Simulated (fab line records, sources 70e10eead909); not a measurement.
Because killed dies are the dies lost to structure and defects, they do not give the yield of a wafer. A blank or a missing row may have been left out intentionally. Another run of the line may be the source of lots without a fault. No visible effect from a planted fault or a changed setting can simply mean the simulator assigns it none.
Matching of chambers | flow nand-harc | 4 sister chambers for NHARC_P_M1_ETCH_35 on rie-diel-13
The step etches the open film in N2/H2, target depth 40 nm, overetch 12 nm, time 43.94 s. 24 wafers are shown with their chamber, then 12 later ones without.

## WAFERS WITH THEIR CHAMBER
wafer  | chamber | drypump-motor-current-A (A) | showerhead-plenum-p-Torr (Torr) | rf-vpp-V (V)
L074.1 | 3       | 4.9                         | 1.93                            | 428.7
L074.2 | 0       | 6.5                         | 1.95                            | 427.2
L074.6 | 1       | 5.2                         | 2.06                            | 431.3
L075.1 | 2       | 5.6                         | 1.98                            | 427.3
L075.3 | 3       | 5.0                         | 1.93                            | 426.7
L075.6 | 2       | 5.7                         | 1.98                            | 428.6
L077.1 | 2       | 5.6                         | 1.98                            | 428.1
L077.5 | 3       | 4.9                         | 1.93                            | 427.3
L077.6 | 0       | 6.5                         | 1.95                            | 428.5
L080.1 | 2       | 5.7                         | 1.98                            | 429.5
L080.4 | 3       | 4.9                         | 1.92                            | 426.2
L080.6 | 1       | 5.2                         | 2.05                            | 431.5
L082.1 | 0       | 6.5                         | 1.95                            | 427.2
L082.2 | 2       | 5.7                         | 1.98                            | 429.9
L082.4 | 3       | 5.0                         | 1.92                            | 427.0
L084.2 | 1       | 5.2                         | 2.05                            | 430.7
L084.3 | 3       | 4.9                         | 1.92                            | 426.0
L084.5 | 1       | 5.2                         | 2.05                            | 432.1
L085.2 | 2       | 5.7                         | 1.98                            | 429.3
L085.4 | 3       | 4.9                         | 1.92                            | 427.3
L085.5 | 0       | 6.5                         | 1.95                            | 426.4
L086.1 | 2       | 5.7                         | 1.98                            | 428.8
L086.2 | 0       | 6.5                         | 1.95                            | 429.6
L086.3 | 1       | 5.2                         | 2.05                            | 431.9

SIGNATURES (means of the wafers above)
reading                  | chamber 0 | chamber 1 | chamber 2 | chamber 3 | scatter within a chamber
drypump-motor-current-A  | 6.500     | 5.200     | 5.671     | 4.929     | 0.0378
showerhead-plenum-p-Torr | 1.9500    | 2.0520    | 1.9800    | 1.9243    | 0.00355
rf-vpp-V                 | 427.780   | 431.500   | 428.786   | 427.029   | 0.925
Rule: for each reading, subtract the chamber's mean from the wafer's reading, divide by that reading's scatter and square the result; add these up over the readings and take the root, which gives the wafer's distance from the chamber. If the next closest chamber is less than 2 further off than the closest, the wafer can't be placed; otherwise it belongs to the closest. How the scatter is found: for the shown wafers, subtract from each reading the mean of its chamber, square and add these, divide the total by (wafers less chambers), then take the root.

## WAFERS WITHOUT THEIR CHAMBER
wafer  | drypump-motor-current-A (A) | showerhead-plenum-p-Torr (Torr) | rf-vpp-V (V)
L090.1 | 5.0                         | 1.92                            | 426.4
L090.3 | 5.7                         | 1.98                            | 429.8
L090.5 | 6.5                         | 1.95                            | 428.3
L091.1 | 5.7                         | 1.98                            | 427.9
L091.2 | 5.2                         | 2.05                            | 431.6
L091.5 | 5.2                         | 2.05                            | 431.0
L092.1 | 6.5                         | 1.95                            | 428.6
L092.2 | 5.0                         | 1.92                            | 426.7
L092.4 | 5.2                         | 2.05                            | 431.1
L093.1 | 5.7                         | 1.98                            | 428.8
L093.5 | 5.2                         | 2.05                            | 430.0
L093.6 | 5.7                         | 1.98                            | 428.5

## EACH ONE'S CHAMBER
wafer  | from the rows above | in truth
L090.1 | 3                   | 3
L090.3 | 2                   | 2
L090.5 | 0                   | 0
L091.1 | 2                   | 2
L091.2 | 1                   | 1
L091.5 | 1                   | 1
L092.1 | 0                   | 0
L092.2 | 3                   | 3
L092.4 | 1                   | 1
L093.1 | 2                   | 2
L093.5 | 1                   | 1
L093.6 | 2                   | 2
Placed correctly: 12 of 12. Number that these rows cannot place: 0. Number placed wrongly: 0.
